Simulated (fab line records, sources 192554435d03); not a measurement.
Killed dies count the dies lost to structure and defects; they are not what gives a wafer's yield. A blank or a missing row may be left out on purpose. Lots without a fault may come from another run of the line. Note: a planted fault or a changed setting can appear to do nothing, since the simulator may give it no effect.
fab line records	flow n5_finfet
record lots=24	wafers=72	last_day=20
route steps=1938 shown BEOL_M2@863
lots untouched by any fault: they come from a run of this same line in which no faults occurred
start_h: hours from the record's opening day to when the first of the lot's shown wafers began	wait_h: hours from the lot's prior step to this one	" the same as in the row above	L1.1+2: a single row standing in for several wafers	- no value, or no start given	* or withheld: withheld	< > ~ a bound
route shown NAME@n: a module of which the file shows steps, and the number in the route of the first	usual: mean/standard deviation taken from wafers without a fault	same: alike in all rows	chamber/n: place in a boat	sites: the reading at each site	_std_site: the values' standard deviation	_edge_site: mean of outer sites minus mean of inner sites	radius_mm: for every site, how far away it sits from the centre of the wafer	mask NAME#n: copy n	behind: the most recent tool/chamber to have shaped the wafer	hold: why the lot went on hold/how many hours it stayed there/how the hold came to an end	device: transistor that didn't switch, given as n, p or np	end of line: the route-end tests of the same wafers	a step without rows: its recipe alone	killed: dies that structure and defects cost at the first sort, which is not the same as the wafer's yield	map: a wafer's dies, marking killed ones x, the rest . and places with no die _
set.NAME: the setting as run; set.NAME@STEP: as run at that earlier step	model.NAME: the simulator's own value behind a step, which no gauge read
one table for each step of the route and one row for each wafer, over a sample of lots
services: when a tool's chamber went out of use (start_h, in hours from the record's first day, below 0 if earlier), for how many hours, and the reason
## steps
# step N5_BEOL_M2_STRIP_66
# recipe chemistry=CF4	resist=SiARC	power_w=300	bias_power_w=75	pressure_mtorr=50	cf4_flow_sccm=150	rf_frequency_hz=6e+07
# usual bias_power_w=75.02/0.23	cf4_flow_sccm=150.0/0.45	drypump_motor_current_A=5.6/0.4	oes_product_au=0.75/0.06	rf_vpp_V=270.9/1.6	showerhead_plenum_p_Torr=1.78/0.06	throttle_valve_pct=13.59/0.23
lot.wafer	tool	chamber	start_h	wait_h	bias_power_w	cf4_flow_sccm	drypump_motor_current_A	oes_product_au	rf_hours_counter_h	rf_vpp_V	showerhead_plenum_p_Torr	throttle_valve_pct
L074.2	rie_diel-04	3	134.94	0.0	74.99	149.2	5.5	0.77	133	269.6	1.72	13.56
L074.3	"	2	"	"	74.88	150.7	5.6	0.90	18	272.5	1.84	13.66
L074.5	"	0	"	"	75.16	149.9	5.8	0.77	-	271.2	1.78	13.13
L075.3	rie_diel-01	1	149.37	0.0	74.97	150.2	5.8	0.80	99	273.6	1.87	13.32
L075.5	"	2	"	"	74.78	150.7	5.1	0.71	-	270.0	1.75	13.60
L075.6	"	1	"	"	75.07	150.2	5.8	0.81	-	272.0	1.87	13.31
L076.1	rie_diel-01	2	149.60	0.0	74.81	149.6	5.1	0.71	195	269.9	1.75	13.61
L076.4	"	0	"	"	75.10	149.9	6.2	0.69	223	272.7	1.84	13.77
L076.5	"	0	"	"	75.18	150.2	6.3	0.68	-	272.5	1.84	13.77
L077.1	rie_diel-05	1	150.61	0.0	75.13	149.6	6.2	0.78	124	270.6	1.78	13.73
L077.4	"	2	"	"	75.09	150.8	5.3	0.71	207	271.6	1.84	13.65
L077.5	"	3	"	"	74.70	149.4	5.5	0.69	-	269.2	1.71	13.58
L078.1	rie_diel-01	3	155.16	0.0	75.16	150.8	5.0	0.78	127	270.8	1.74	13.70
L078.3	"	0	"	"	74.88	148.9	6.2	0.69	225	272.6	1.84	13.79
L078.6	"	2	"	"	75.24	150.2	5.1	0.71	-	269.5	1.75	13.62
L079.1	rie_diel-01	0	160.59	0.0	74.99	150.4	6.2	0.68	227	271.9	1.84	13.80
L079.4	"	1	"	"	75.14	150.0	5.8	0.80	103	272.8	1.87	13.35
L079.6	"	3	"	"	74.95	150.3	5.0	0.78	-	267.6	1.74	13.71
L081.2	rie_diel-01	0	185.12	0.0	74.47	149.9	6.3	0.68	237	271.0	1.84	13.83
L081.3	"	1	"	"	75.15	149.6	5.9	0.79	112	272.6	1.87	13.36
L081.4	"	0	"	"	74.67	150.5	6.2	0.68	-	271.7	1.84	13.81
L080.1	rie_diel-04	2	189.52	0.0	74.99	149.7	5.6	0.88	32	271.0	1.84	13.70
L080.3	"	0	"	"	75.21	149.3	5.8	0.76	131	271.1	1.77	13.16
L080.6	"	0	"	"	75.10	149.8	5.8	0.77	-	271.2	1.77	13.16
L082.2	rie_diel-05	2	189.76	0.0	75.48	150.9	5.3	0.69	223	271.8	1.83	13.71
L082.4	"	1	"	"	75.29	150.6	6.2	0.76	139	271.8	1.78	13.74
L082.5	"	2	"	"	75.59	150.0	5.3	0.69	-	271.0	1.83	13.69
L083.2	rie_diel-05	1	192.60	0.0	75.03	148.4	6.1	0.76	141	270.6	1.78	13.74
L083.5	"	1	"	"	74.96	150.1	6.2	0.76	-	272.2	1.78	13.73
L083.6	"	2	"	"	74.94	149.9	5.3	0.69	-	270.6	1.83	13.70
L084.1	rie_diel-04	0	198.19	0.0	75.34	150.0	5.8	0.76	135	271.1	1.77	13.18
L084.4	"	3	"	"	74.94	150.4	5.5	0.76	-	269.8	1.72	13.60
L084.6	"	0	"	"	75.18	149.8	5.8	0.76	-	271.2	1.77	13.16
L085.1	rie_diel-04	0	199.85	0.0	75.13	149.8	5.8	0.76	136	272.5	1.77	13.18
L085.2	"	3	"	"	75.23	150.0	5.5	0.76	152	268.5	1.72	13.60
L085.4	"	3	"	"	75.01	150.2	5.5	0.75	-	270.3	1.72	13.60
L087.1	rie_diel-01	2	214.54	0.0	74.96	149.9	5.1	0.70	211	271.0	1.75	13.63
L087.2	"	1	"	"	75.00	150.0	5.8	0.78	122	272.7	1.86	13.36
L087.4	"	3	"	"	74.80	149.4	5.1	0.76	148	269.2	1.73	13.74
L088.1	rie_diel-05	1	214.74	0.0	75.23	150.4	6.2	0.76	146	271.5	1.77	13.76
L088.2	"	0	"	"	75.31	149.9	5.1	0.72	197	267.7	1.69	13.43
L088.6	"	1	"	"	74.66	149.9	6.2	0.76	-	271.4	1.77	13.78
L086.2	rie_diel-01	1	224.51	0.0	75.24	150.0	5.8	0.78	126	273.0	1.86	13.37
L086.4	"	2	"	"	74.82	149.6	5.1	0.70	-	268.1	1.75	13.66
L086.6	"	3	"	"	75.00	150.1	5.1	0.75	-	270.4	1.73	13.72
L089.1	rie_diel-04	0	233.44	0.0	75.19	150.5	5.8	0.75	145	271.0	1.77	13.18
L089.2	"	3	"	"	74.90	149.5	5.5	0.75	161	269.1	1.72	13.62
L089.6	"	2	"	"	75.07	149.8	5.6	0.86	-	271.2	1.84	13.73
L090.1	rie_diel-05	0	247.10	0.0	75.47	149.7	5.2	0.72	208	268.1	1.69	13.46
L090.3	"	2	"	"	75.11	150.2	5.3	0.69	240	271.5	1.83	13.72
L090.5	"	1	"	"	75.15	150.3	6.2	0.75	-	271.6	1.77	13.78
L091.1	rie_diel-04	3	247.14	0.0	75.12	150.4	5.5	0.74	166	268.7	1.72	13.65
L091.4	"	2	"	"	74.95	150.5	5.6	0.85	50	272.2	1.84	13.74
L091.5	"	0	"	"	74.87	150.0	5.8	0.74	-	271.4	1.77	13.20
L092.1	rie_diel-01	2	256.50	0.0	75.15	150.5	5.2	0.69	229	271.8	1.74	13.71
L092.3	"	1	"	"	75.10	149.5	5.8	0.77	140	272.9	1.86	13.40
L092.5	"	2	"	"	74.89	150.7	5.2	0.69	-	271.2	1.74	13.67
L093.3	rie_diel-04	1	267.89	0.0	74.78	150.7	6.1	0.71	205	271.2	1.73	13.99
L093.4	"	0	"	"	75.05	149.4	5.8	0.74	157	269.9	1.77	13.21
L093.6	"	0	"	"	74.77	149.3	5.8	0.74	-	272.4	1.77	13.24
L094.4	rie_diel-05	2	268.07	0.0	75.09	149.9	5.2	0.68	250	273.0	1.82	13.74
L094.5	"	2	"	"	75.02	150.0	5.3	0.68	-	272.2	1.82	13.74
L094.6	"	3	"	"	75.25	150.0	5.5	0.98	-	275.1	1.92	13.06
L096.2	rie_diel-05	0	280.30	0.0	75.21	150.5	5.1	0.70	224	268.9	1.69	13.46
L096.3	"	3	"	"	74.81	149.8	5.5	0.95	7	273.1	1.91	13.08
L096.4	"	3	"	"	75.20	149.9	5.4	0.94	-	274.3	1.91	13.08
L095.2	rie_diel-04	1	285.11	0.0	75.30	149.8	6.1	0.70	214	269.3	1.73	13.99
L095.4	"	2	"	"	74.83	150.7	5.6	0.82	66	270.2	1.83	13.78
L095.5	"	1	"	"	75.31	150.0	6.2	0.70	-	269.0	1.73	13.99
L097.1	rie_diel-01	1	294.26	0.0	75.12	150.7	5.9	0.75	155	273.6	1.85	13.44
L097.4	"	2	"	"	74.82	150.1	5.1	0.68	243	271.0	1.74	13.72
L097.6	"	1	"	"	74.83	150.8	5.8	0.76	-	272.6	1.85	13.43
# step N5_BEOL_M2_CD_MEAS_18
# recipe pitch_nm=36	target_cd_nm=18
# usual cd_nm=18.0/0.47
lot.wafer	tool	chamber	start_h	wait_h	cd_nm
L074.2	cd_sem-01	-	135.25	0.1	17.9
L074.3	"	-	"	"	17.8
L074.5	"	-	"	"	18.0
L075.3	cd_sem-01	-	149.69	0.1	18.2
L075.5	"	-	"	"	17.9
L075.6	"	-	"	"	18.3
L076.1	cd_sem-03	-	149.88	0.0	18.0
L076.4	"	-	"	"	18.1
L076.5	"	-	"	"	17.7
L077.1	cd_sem-02	-	150.85	0.0	18.9
L077.4	"	-	"	"	17.5
L077.5	"	-	"	"	18.0
L078.1	cd_sem-01	-	155.51	0.0	18.8
L078.3	"	-	"	"	18.5
L078.6	"	-	"	"	18.2
L079.1	cd_sem-02	-	160.91	0.0	18.4
L079.4	"	-	"	"	18.2
L079.6	"	-	"	"	18.6
L081.2	cd_sem-03	-	185.34	0.1	18.7
L081.3	"	-	"	"	18.2
L081.4	"	-	"	"	18.1
L080.1	cd_sem-03	-	189.75	0.0	17.2
L080.3	"	-	"	"	17.6
L080.6	"	-	"	"	17.3
L082.2	cd_sem-02	-	189.98	0.1	17.7
L082.4	"	-	"	"	18.9
L082.5	"	-	"	"	17.6
L083.2	cd_sem-03	-	192.82	0.1	19.1
L083.5	"	-	"	"	18.9
L083.6	"	-	"	"	17.9
L084.1	cd_sem-03	-	198.48	0.0	17.7
L084.4	"	-	"	"	17.9
L084.6	"	-	"	"	17.6
L085.1	cd_sem-01	-	200.17	0.0	17.5
L085.2	"	-	"	"	18.1
L085.4	"	-	"	"	18.4
L087.1	cd_sem-02	-	214.76	0.0	17.7
L087.2	"	-	"	"	17.8
L087.4	"	-	"	"	18.0
L088.1	cd_sem-01	-	214.96	0.0	18.5
L088.2	"	-	"	"	17.4
L088.6	"	-	"	"	18.9
L086.2	cd_sem-01	-	224.86	0.1	18.5
L086.4	"	-	"	"	18.0
L086.6	"	-	"	"	18.2
L089.1	cd_sem-01	-	233.72	0.0	17.6
L089.2	"	-	"	"	18.1
L089.6	"	-	"	"	17.1
L090.1	cd_sem-02	-	247.32	0.0	17.8
L090.3	"	-	"	"	17.1
L090.5	"	-	"	"	18.4
L091.1	cd_sem-01	-	247.37	0.0	18.4
L091.4	"	-	"	"	17.5
L091.5	"	-	"	"	17.4
L092.1	cd_sem-03	-	256.84	0.0	17.9
L092.3	"	-	"	"	17.9
L092.5	"	-	"	"	18.5
L093.3	cd_sem-02	-	268.12	0.1	18.6
L093.4	"	-	"	"	17.4
L093.6	"	-	"	"	17.4
L094.4	cd_sem-01	-	268.32	0.1	17.5
L094.5	"	-	"	"	17.3
L094.6	"	-	"	"	17.8
L096.2	cd_sem-03	-	280.52	0.1	17.8
L096.3	"	-	"	"	18.6
L096.4	"	-	"	"	17.9
L095.2	cd_sem-01	-	285.47	0.1	18.2
L095.4	"	-	"	"	17.3
L095.5	"	-	"	"	18.5
L097.1	cd_sem-03	-	294.48	0.0	17.7
L097.4	"	-	"	"	17.9
L097.6	"	-	"	"	17.5
# step N5_BEOL_M2_OVL_MEAS_29
# recipe points_per_wafer=522
# usual V1_OVL=0.5/0.53
lot.wafer	tool	chamber	start_h	wait_h	V1_OVL[nm]
L074.2	overlay-02	0	135.60	0.0	0.3
L074.3	"	0	"	"	0.3
L074.5	"	0	"	"	1.2
L075.3	overlay-01	0	150.17	0.0	0.0
L075.5	"	0	"	"	0.4
L075.6	"	0	"	"	0.5
L076.1	overlay-01	0	150.35	0.0	0.7
L076.4	"	0	"	"	1.1
L076.5	"	0	"	"	0.5
L077.1	overlay-01	0	151.19	0.0	-0.2
L077.4	"	0	"	"	0.5
L077.5	"	0	"	"	0.0
L078.1	overlay-02	0	155.98	0.0	-0.6
L078.3	"	0	"	"	-0.2
L078.6	"	0	"	"	0.4
L079.1	overlay-02	0	161.38	0.0	0.2
L079.4	"	0	"	"	0.2
L079.6	"	0	"	"	0.3
L081.2	overlay-02	0	185.69	0.0	0.9
L081.3	"	0	"	"	0.6
L081.4	"	0	"	"	-0.1
L080.1	overlay-01	0	190.09	0.0	0.0
L080.3	"	0	"	"	0.0
L080.6	"	0	"	"	0.1
L082.2	overlay-01	0	190.46	0.0	-0.1
L082.4	"	0	"	"	1.0
L082.5	"	0	"	"	0.7
L083.2	overlay-01	0	193.17	0.0	0.8
L083.5	"	0	"	"	0.7
L083.6	"	0	"	"	0.1
L084.1	overlay-01	0	198.96	0.0	0.5
L084.4	"	0	"	"	0.2
L084.6	"	0	"	"	0.2
L085.1	overlay-01	0	200.64	0.0	-0.8
L085.2	"	0	"	"	0.5
L085.4	"	0	"	"	0.0
L087.1	overlay-01	0	215.11	0.0	0.4
L087.2	"	0	"	"	0.7
L087.4	"	0	"	"	0.3
L088.1	overlay-01	0	215.44	0.0	0.4
L088.2	"	0	"	"	0.8
L088.6	"	0	"	"	0.2
L086.2	overlay-01	0	225.34	0.0	0.4
L086.4	"	0	"	"	0.2
L086.6	"	0	"	"	0.7
L089.1	overlay-02	0	234.07	0.0	-0.3
L089.2	"	0	"	"	-0.1
L089.6	"	0	"	"	0.3
L090.1	overlay-02	0	247.67	0.0	1.3
L090.3	"	0	"	"	1.0
L090.5	"	0	"	"	0.9
L091.1	overlay-02	0	247.86	0.0	0.9
L091.4	"	0	"	"	0.6
L091.5	"	0	"	"	-0.4
L092.1	overlay-02	0	257.32	0.0	0.0
L092.3	"	0	"	"	0.6
L092.5	"	0	"	"	-0.7
L093.3	overlay-02	0	268.48	0.0	1.0
L093.4	"	0	"	"	0.5
L093.6	"	0	"	"	0.5
L094.4	overlay-01	0	268.68	0.0	1.7
L094.5	"	0	"	"	0.3
L094.6	"	0	"	"	1.0
L096.2	overlay-01	0	280.88	0.0	0.0
L096.3	"	0	"	"	-0.1
L096.4	"	0	"	"	0.4
L095.2	overlay-01	0	285.82	0.0	0.1
L095.4	"	0	"	"	0.6
L095.5	"	0	"	"	0.2
L097.1	overlay-01	0	295.17	0.0	0.6
L097.4	"	0	"	"	0.5
L097.6	"	0	"	"	-0.1
# step N5_BEOL_M2_INSPECT_30
# recipe mode=adi	inspect_instrument=brightfield
# usual raw_defect_count=415/100
lot.wafer	tool	chamber	start_h	wait_h	raw_defect_count
L074.2	defect_inspect-02	-	135.67	0.1	469
L074.3	"	-	"	"	481
L074.5	"	-	"	"	291
L075.3	defect_inspect-02	-	150.22	0.0	475
L075.5	"	-	"	"	382
L075.6	"	-	"	"	387
L076.1	defect_inspect-02	-	150.41	0.1	341
L076.4	"	-	"	"	363
L076.5	"	-	"	"	394
L077.1	defect_inspect-02	-	151.25	0.1	544
L077.4	"	-	"	"	399
L077.5	"	-	"	"	303
L078.1	defect_inspect-02	-	156.04	0.1	504
L078.3	"	-	"	"	395
L078.6	"	-	"	"	635
L079.1	defect_inspect-02	-	161.44	0.1	470
L079.4	"	-	"	"	526
L079.6	"	-	"	"	514
L081.2	defect_inspect-02	-	185.75	0.0	379
L081.3	"	-	"	"	391
L081.4	"	-	"	"	233
L080.1	defect_inspect-02	-	190.15	0.1	377
L080.3	"	-	"	"	367
L080.6	"	-	"	"	425
L082.2	defect_inspect-02	-	190.51	0.0	357
L082.4	"	-	"	"	460
L082.5	"	-	"	"	337
L083.2	defect_inspect-02	-	193.23	0.0	441
L083.5	"	-	"	"	423
L083.6	"	-	"	"	279
L084.1	defect_inspect-02	-	199.01	0.1	435
L084.4	"	-	"	"	407
L084.6	"	-	"	"	324
L085.1	defect_inspect-02	-	200.70	0.1	258
L085.2	"	-	"	"	308
L085.4	"	-	"	"	321
L087.1	defect_inspect-02	-	215.17	0.1	470
L087.2	"	-	"	"	374
L087.4	"	-	"	"	480
L088.1	defect_inspect-02	-	215.50	0.1	564
L088.2	"	-	"	"	386
L088.6	"	-	"	"	422
L086.2	defect_inspect-02	-	225.40	0.0	385
L086.4	"	-	"	"	353
L086.6	"	-	"	"	438
L089.1	defect_inspect-02	-	234.13	0.1	517
L089.2	"	-	"	"	448
L089.6	"	-	"	"	520
L090.1	defect_inspect-02	-	247.73	0.1	353
L090.3	"	-	"	"	333
L090.5	"	-	"	"	324
L091.1	defect_inspect-02	-	247.91	0.1	376
L091.4	"	-	"	"	367
L091.5	"	-	"	"	276
L092.1	defect_inspect-02	-	257.37	0.1	731
L092.3	"	-	"	"	572
L092.5	"	-	"	"	573
L093.3	defect_inspect-02	-	268.52	0.0	498
L093.4	"	-	"	"	423
L093.6	"	-	"	"	444
L094.4	defect_inspect-01	-	268.72	0.0	305
L094.5	"	-	"	"	462
L094.6	"	-	"	"	346
L096.2	defect_inspect-01	-	280.93	0.0	373
L096.3	"	-	"	"	332
L096.4	"	-	"	"	487
L095.2	defect_inspect-02	-	285.87	0.0	540
L095.4	"	-	"	"	410
L095.5	"	-	"	"	288
L097.1	defect_inspect-02	-	295.23	0.1	351
L097.4	"	-	"	"	299
L097.6	"	-	"	"	580
# step N5_BEOL_M2_ETCH_41
# recipe chemistry=CH3F/O2	target=SiCN	target_depth_a=299	taper_deg=2	time_s=52.5	ion_energy_ev=120	mask_material=TiN	pressure_mtorr=30	source_w=395	bias_w=75	Ar_flow_sccm=150	CH3F_flow_sccm=30	O2_flow_sccm=20
# usual drypump_motor_current_A=5.6/0.44	oes_product_au=0.77/0.078	rf_vpp_V=297.1/1.7	showerhead_plenum_p_Torr=2.00/0.081	throttle_valve_pct=16.39/0.21
lot.wafer	tool	chamber	start_h	wait_h	drypump_motor_current_A	oes_product_au	rf_hours_counter_h	rf_vpp_V	showerhead_plenum_p_Torr	throttle_valve_pct
L074.2	rie_diel-01	3	-	-	5.1	0.78	125	296.0	1.92	16.34
L074.3	"	1	"	"	5.8	0.82	99	300.4	2.12	16.17
L074.5	"	3	"	"	5.1	0.78	-	295.7	1.92	16.36
L075.3	rie_diel-01	1	-	-	5.8	0.80	105	299.3	2.12	16.18
L075.5	"	0	"	"	6.3	0.69	-	298.6	2.07	16.56
L075.6	"	3	"	"	5.1	0.77	-	297.1	1.92	16.36
L076.1	rie_diel-01	1	-	-	5.8	0.81	105	299.5	2.12	16.17
L076.4	"	3	"	"	5.0	0.78	131	295.2	1.92	16.36
L076.5	"	1	"	"	5.8	0.81	-	298.7	2.12	16.19
L077.1	rie_diel-04	0	-	-	5.8	0.77	128	297.3	2.00	15.94
L077.4	"	1	"	"	6.1	0.72	174	295.0	1.92	16.62
L077.5	"	0	"	"	5.8	0.78	-	296.5	2.00	15.91
L078.1	rie_diel-01	1	-	-	5.8	0.80	108	300.9	2.12	16.18
L078.3	"	3	"	"	5.1	0.77	134	296.6	1.91	16.37
L078.6	"	0	"	"	6.2	0.70	-	298.1	2.07	16.57
L079.1	rie_diel-01	3	-	-	5.0	0.76	135	296.9	1.92	16.35
L079.4	"	0	"	"	6.3	0.70	-	298.9	2.07	16.57
L079.6	"	3	"	"	5.0	0.77	-	294.8	1.91	16.37
L082.2	rie_diel-04	2	-	-	5.6	0.90	36	297.2	2.06	16.55
L082.4	"	0	"	"	5.8	0.76	137	297.9	2.00	15.98
L082.5	"	1	"	"	6.2	0.73	-	295.2	1.92	16.62
L083.2	rie_diel-01	0	-	-	6.2	0.68	243	297.8	2.06	16.61
L083.5	"	0	"	"	6.2	0.69	-	298.5	2.06	16.59
L083.6	"	1	"	"	5.8	0.79	-	299.4	2.12	16.20
L081.2	rie_diel-04	0	-	-	5.8	0.77	139	296.8	2.00	15.97
L081.3	"	3	"	"	5.5	0.78	154	295.1	1.91	16.33
L081.4	"	1	"	"	6.1	0.73	186	295.3	1.92	16.63
L080.1	rie_diel-01	0	-	-	6.2	0.69	245	297.9	2.06	16.61
L080.3	"	3	"	"	5.0	0.76	146	296.6	1.91	16.38
L080.6	"	0	"	"	6.2	0.68	-	298.9	2.06	16.61
L084.1	rie_diel-05	3	-	-	5.4	0.66	243	293.8	1.91	16.41
L084.4	"	2	"	"	5.3	0.69	230	299.4	2.08	16.57
L084.6	"	3	"	"	5.4	0.66	-	295.3	1.91	16.41
L085.1	rie_diel-04	2	-	-	5.6	0.90	41	297.4	2.06	16.54
L085.2	"	0	"	"	5.8	0.77	142	297.2	2.00	15.96
L085.4	"	1	"	"	6.2	0.73	189	294.9	1.92	16.65
L088.1	rie_diel-04	0	-	-	5.8	0.76	145	298.4	2.00	15.97
L088.2	"	1	"	"	6.2	0.72	192	294.5	1.92	16.64
L088.6	"	1	"	"	6.2	0.72	-	295.5	1.92	16.65
L087.1	rie_diel-01	2	-	-	5.1	0.70	221	296.4	1.99	16.57
L087.2	"	3	"	"	5.0	0.76	157	296.9	1.91	16.41
L087.4	"	1	"	"	5.8	0.77	-	298.8	2.11	16.23
L086.2	rie_diel-01	1	-	-	5.8	0.78	133	300.6	2.11	16.23
L086.4	"	1	"	"	5.8	0.78	-	298.5	2.11	16.23
L086.6	"	2	"	"	5.1	0.70	-	297.8	1.99	16.56
L089.1	rie_diel-05	0	-	-	5.1	0.73	209	293.6	1.90	16.24
L089.2	"	1	"	"	6.2	0.77	158	296.4	1.99	16.63
L089.6	"	0	"	"	5.2	0.72	-	294.2	1.90	16.23
L091.1	rie_diel-01	3	-	-	5.0	0.74	164	296.3	1.91	16.43
L091.4	"	3	"	"	5.0	0.74	-	295.0	1.91	16.43
L091.5	"	1	"	"	5.8	0.76	-	297.9	2.11	16.23
L090.1	rie_diel-05	0	-	-	5.1	0.73	212	295.4	1.90	16.23
L090.3	"	2	"	"	5.3	0.67	244	299.5	2.07	16.59
L090.5	"	0	"	"	5.2	0.72	-	295.8	1.90	16.22
L092.1	rie_diel-01	0	-	-	6.2	0.98	6	297.9	2.06	16.14
L092.3	"	3	"	"	5.0	0.74	171	294.9	1.90	16.44
L092.5	"	2	"	"	5.1	0.69	-	296.1	1.98	16.60
L093.3	rie_diel-01	1	-	-	5.8	0.77	147	297.7	2.11	16.26
L093.4	"	2	"	"	5.1	0.69	236	297.2	1.98	16.61
L093.6	"	1	"	"	5.8	0.78	-	297.5	2.11	16.25
L094.4	rie_diel-05	0	-	-	5.1	0.71	-	294.0	1.89	16.26
L094.5	"	3	"	"	5.4	1.00	-	299.3	2.15	15.90
L094.6	"	1	"	"	6.2	0.75	-	298.5	1.98	16.63
L096.2	rie_diel-01	2	-	-	5.1	0.68	239	296.5	1.98	16.62
L096.3	"	0	"	"	6.2	0.96	11	297.8	2.06	16.12
L096.4	"	1	"	"	5.8	0.76	150	299.2	2.10	16.25
L095.2	rie_diel-04	0	-	-	5.8	0.75	160	298.7	1.99	16.01
L095.4	"	1	"	"	6.1	0.70	215	296.2	1.91	16.67
L095.5	"	3	"	"	5.5	0.76	-	294.6	1.90	16.37
L097.1	rie_diel-05	0	-	-	5.1	0.71	232	295.8	1.89	16.29
L097.4	"	2	"	"	5.3	0.96	-	298.7	2.07	16.16
L097.6	"	3	"	"	5.4	0.96	-	301.1	2.15	15.91
# step N5_BEOL_M2_ANNEAL_89
# recipe temp_c=400	time_s=240	ambient=vacuum
# usual heater_power_w=810/58	susceptor_temp_C=400.01/0.21
lot.wafer	tool	chamber	start_h	wait_h	heater_power_w	susceptor_temp_C
L074.2	pvd_sputter-03	-	153.14	0.0	864	400.22
L074.3	"	-	"	"	778	400.23
L074.5	"	-	"	"	831	400.39
L075.3	pvd_sputter-02	-	169.97	0.0	853	399.68
L075.5	"	-	"	"	793	400.00
L075.6	"	-	"	"	702	399.92
L076.1	pvd_sputter-03	-	171.11	0.0	767	400.11
L076.4	"	-	"	"	791	400.06
L076.5	"	-	"	"	878	399.91
L077.1	pvd_sputter-03	-	179.08	0.0	793	399.94
L077.4	"	-	"	"	834	399.66
L077.5	"	-	"	"	858	399.60
L078.1	pvd_sputter-03	-	182.50	0.0	812	400.09
L078.3	"	-	"	"	887	399.82
L078.6	"	-	"	"	844	400.22
L079.1	pvd_sputter-02	-	183.10	0.0	722	399.85
L079.4	"	-	"	"	759	399.53
L079.6	"	-	"	"	784	399.89
L082.2	pvd_sputter-02	-	205.68	0.0	747	400.02
L082.4	"	-	"	"	780	399.74
L082.5	"	-	"	"	873	399.95
L083.2	pvd_sputter-02	-	209.36	0.0	868	400.29
L083.5	"	-	"	"	716	400.09
L083.6	"	-	"	"	871	400.01
L081.2	pvd_sputter-03	-	212.31	0.0	801	399.78
L081.3	"	-	"	"	785	400.58
L081.4	"	-	"	"	894	400.31
L080.1	pvd_sputter-02	-	213.12	0.0	786	399.66
L080.3	"	-	"	"	705	399.98
L080.6	"	-	"	"	704	400.09
L084.1	pvd_sputter-02	-	222.15	0.0	794	399.50
L084.4	"	-	"	"	764	400.21
L084.6	"	-	"	"	727	400.07
L085.1	pvd_sputter-02	-	226.13	0.0	719	400.14
L085.2	"	-	"	"	759	399.84
L085.4	"	-	"	"	794	400.24
L088.1	pvd_sputter-01	-	235.05	0.0	839	399.75
L088.2	"	-	"	"	869	400.25
L088.6	"	-	"	"	758	400.01
L087.1	pvd_sputter-01	-	239.37	0.0	854	400.38
L087.2	"	-	"	"	887	399.81
L087.4	"	-	"	"	755	400.04
L086.2	pvd_sputter-03	-	242.46	0.0	898	400.24
L086.4	"	-	"	"	784	400.03
L086.6	"	-	"	"	787	399.92
L089.1	pvd_sputter-03	-	253.25	0.0	799	399.96
L089.2	"	-	"	"	781	399.90
L089.6	"	-	"	"	899	400.03
L091.1	pvd_sputter-02	-	256.56	0.0	765	399.96
L091.4	"	-	"	"	873	400.28
L091.5	"	-	"	"	727	399.89
L090.1	pvd_sputter-02	-	259.14	0.0	760	399.71
L090.3	"	-	"	"	784	400.01
L090.5	"	-	"	"	745	399.80
L092.1	pvd_sputter-03	-	272.72	0.0	887	399.59
L092.3	"	-	"	"	792	400.32
L092.5	"	-	"	"	797	399.99
L093.3	pvd_sputter-01	-	278.16	0.0	854	400.20
L093.4	"	-	"	"	862	399.92
L093.6	"	-	"	"	753	400.29
L094.4	pvd_sputter-03	-	281.80	0.0	805	400.24
L094.5	"	-	"	"	774	400.22
L094.6	"	-	"	"	846	400.00
L096.2	pvd_sputter-03	-	285.28	0.0	858	399.64
L096.3	"	-	"	"	774	400.08
L096.4	"	-	"	"	897	399.94
L095.2	pvd_sputter-01	-	290.81	0.0	909	400.09
L095.4	"	-	"	"	747	399.90
L095.5	"	-	"	"	753	399.82
L097.1	pvd_sputter-02	-	301.64	0.0	758	400.23
L097.4	"	-	"	"	834	400.20
L097.6	"	-	"	"	709	400.27
## services
tool	chamber	start_h	hours	kind
pvd_sputter-01	-	155.50	4.5	repair
rie_diel-01	2	171.91	16.9	repair
rie_diel-04	2	196.85	3.7	repair
pvd_sputter-01	-	219.23	4.0	repair
rie_diel-01	0	223.62	-	clean
rie_diel-01	0	223.62	-	consumable_replace:focus_ring
rie_diel-01	0	223.62	32.8	scheduled_down
rie_diel-01	0	223.62	32.8	vent_cycle
rie_diel-05	3	240.08	-	clean
rie_diel-05	3	240.08	-	consumable_replace:focus_ring
rie_diel-05	3	240.08	-	consumable_replace:showerhead
rie_diel-05	3	240.08	25.9	scheduled_down
rie_diel-05	3	240.08	25.9	vent_cycle
rie_diel-04	0	268.44	10.6	repair
rie_diel-05	2	269.41	-	clean
rie_diel-05	2	269.41	-	consumable_replace:focus_ring
rie_diel-05	2	269.41	16.1	scheduled_down
rie_diel-05	2	269.41	16.1	vent_cycle
rie_diel-04	3	273.77	2.0	repair
rie_diel-05	1	286.76	30.4	repair
## key
fault none
